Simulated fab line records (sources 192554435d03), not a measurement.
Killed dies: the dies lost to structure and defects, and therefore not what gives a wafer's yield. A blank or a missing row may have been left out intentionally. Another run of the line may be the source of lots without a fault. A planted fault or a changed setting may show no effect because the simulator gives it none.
Which of the tools did it? + flow n5-finfet + 31 wafers from 11 lots sampled at 2 of the route's 1938 steps

WHAT THE GAUGES READ, wafer by wafer
N5_BEOL_M9_OVL_MEAS_12.
| lot  | measured     | on         | M9_OVL (nm)    |
|------|--------------|------------|----------------|
| L287 | day 9 12:33  | overlay-02 | -1.1 -1.2 -1.4 |
| L289 | day 10 14:32 | overlay-02 | -0.2 -0.6 -1.4 |
| L291 | day 11 08:44 | overlay-01 | 0.0 -0.9 -0.3  |
| L290 | day 11 09:02 | overlay-02 | -0.7 -0.9 -1.1 |
| L292 | day 11 09:14 | overlay-02 | 1.7 0.8 0.3    |
| L296 | day 11 12:59 | overlay-01 | 1.9 -0.2 1.0   |
| L294 | day 11 21:04 | overlay-01 | 0.2 0.8 1.4    |
| L297 | day 12 16:26 | overlay-02 | -0.2 0.2 0.2   |
| L301 | day 13 10:50 | overlay-01 | -0.8 -0.2 -1.0 |
| L305 | day 14 10:51 | overlay-02 | 0.3 -1.8       |
| L306 | day 14 18:23 | overlay-01 | -1.2 -0.2      |

N5_BEOL_M9_CD_MEAS_18: pitch 140 nm, target cd 70 nm.
| lot  | measured     | on        | cd-nm (nm)     |
|------|--------------|-----------|----------------|
| L287 | day 9 13:34  | cd-sem-01 | 70.4 70.5 70.6 |
| L289 | day 10 15:03 | cd-sem-02 | 71.1 69.9 70.0 |
| L291 | day 11 09:19 | cd-sem-01 | 68.7 68.6 69.6 |
| L290 | day 11 09:34 | cd-sem-02 | 70.1 70.5 69.4 |
| L292 | day 11 09:46 | cd-sem-02 | 69.0 69.8 70.0 |
| L296 | day 11 14:23 | cd-sem-02 | 70.8 70.5 68.7 |
| L294 | day 11 22:01 | cd-sem-01 | 70.9 69.4 69.7 |
| L297 | day 12 17:01 | cd-sem-01 | 70.1 70.6 69.4 |
| L301 | day 13 11:21 | cd-sem-01 | 69.1 69.5 70.2 |
| L305 | day 14 11:53 | cd-sem-01 | 69.7 69.7      |
| L306 | day 14 19:02 | cd-sem-02 | 70.4 70.5      |

WHAT TOOL EACH LOT RAN ON (gives the tool, then ch and the chambers of the sampled wafers, and finally the start)
The record holds no process step before these readings.

WHAT THE TOOLS THEMSELVES READ (means of the sampled wafers that have a number; where no wafer has one, the mark that the record gives instead)
The record holds no such reading with a usual standard deviation.

THE ANSWER, worked out from the rows above alone
Rule: the lots themselves supply what counts as usual. The widest of any qualifying gaps counts: lots, ordered by their means at a reading, are off when they make up no more than a third of the lots, leave a main group of 4 or more, and stand apart from it by 3 or more times the standard deviation of that group's means. A main group whose means are all the same, to the digits that the tables above print for the reading, isn't used. A lot without any number at a reading at which 4 lots or more have one is off too. Where the step has rows for the other lots, those lots are counted as sound. After the gauges, taken in route order, come the tools' own readings; for these a lot's mean is taken, as printed above. The first step at which some lot is off is used, and at that step the reading that is off furthest; a lot without a number counts as furthest.
No lot is off on any of the readings shown, so nothing can be concluded from this.

WHAT WAS PUT IN BY THE SIMULATOR
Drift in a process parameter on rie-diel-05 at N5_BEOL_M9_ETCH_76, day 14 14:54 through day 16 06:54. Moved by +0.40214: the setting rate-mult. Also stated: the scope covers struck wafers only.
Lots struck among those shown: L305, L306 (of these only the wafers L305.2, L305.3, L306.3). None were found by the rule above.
